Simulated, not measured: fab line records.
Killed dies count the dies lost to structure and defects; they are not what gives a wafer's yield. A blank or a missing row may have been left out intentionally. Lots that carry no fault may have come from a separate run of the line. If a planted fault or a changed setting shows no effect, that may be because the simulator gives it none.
Matching of chambers / flow n5-finfet / N5_DUMMY_REMOVAL_STRIP_10 on rie-diel-03 has 4 sister chambers
The step strips in N2/H2, time 40 s. 4 wafers are shown with their chamber, then 11 later ones without.

== WAFERS WITH THEIR CHAMBER ==
wafer=L086.4; chamber=1; drypump-motor-current-A (A)=6.3
wafer=L087.1; chamber=0; drypump-motor-current-A (A)=6.1
wafer=L087.5; chamber=3; drypump-motor-current-A (A)=5.7
wafer=L089.1; chamber=2; drypump-motor-current-A (A)=5.0

== WAFERS WITHOUT THEIR CHAMBER ==
wafer=L089.4; drypump-motor-current-A (A)=5.7
wafer=L089.6; drypump-motor-current-A (A)=6.3
wafer=L090.2; drypump-motor-current-A (A)=5.0
wafer=L090.4; drypump-motor-current-A (A)=6.0
wafer=L090.5; drypump-motor-current-A (A)=5.7
wafer=L091.2; drypump-motor-current-A (A)=6.3
wafer=L091.5; drypump-motor-current-A (A)=6.3
wafer=L091.6; drypump-motor-current-A (A)=6.0
wafer=L096.3; drypump-motor-current-A (A)=6.3
wafer=L096.4; drypump-motor-current-A (A)=5.1
wafer=L096.6; drypump-motor-current-A (A)=6.3

== EACH ONE'S CHAMBER ==
wafer=L089.4; from the rows above=3; in truth=3
wafer=L089.6; from the rows above=1; in truth=1
wafer=L090.2; from the rows above=2; in truth=2
wafer=L090.4; from the rows above=0; in truth=0
wafer=L090.5; from the rows above=3; in truth=3
wafer=L091.2; from the rows above=1; in truth=1
wafer=L091.5; from the rows above=1; in truth=1
wafer=L091.6; from the rows above=0; in truth=0
wafer=L096.3; from the rows above=1; in truth=1
wafer=L096.4; from the rows above=2; in truth=2
wafer=L096.6; from the rows above=1; in truth=1
Correctly placed: 11 of 11. From these rows, 0 cannot be placed. Number placed wrongly: 0.
How it was worked out, from the rows above alone: a wafer's distance from a chamber is the root of the sum, over the readings, of the square of ((its reading less the chamber's mean) divided by the reading's scatter). If the next closest chamber is less than 2 further off than the closest, the wafer can't be placed; otherwise it belongs to the closest. Each chamber's mean is taken over the wafers shown for it. The scatter (one wafer shown for each chamber): square how far every hidden wafer sits from the nearest shown wafer, average those squares and take the square root.
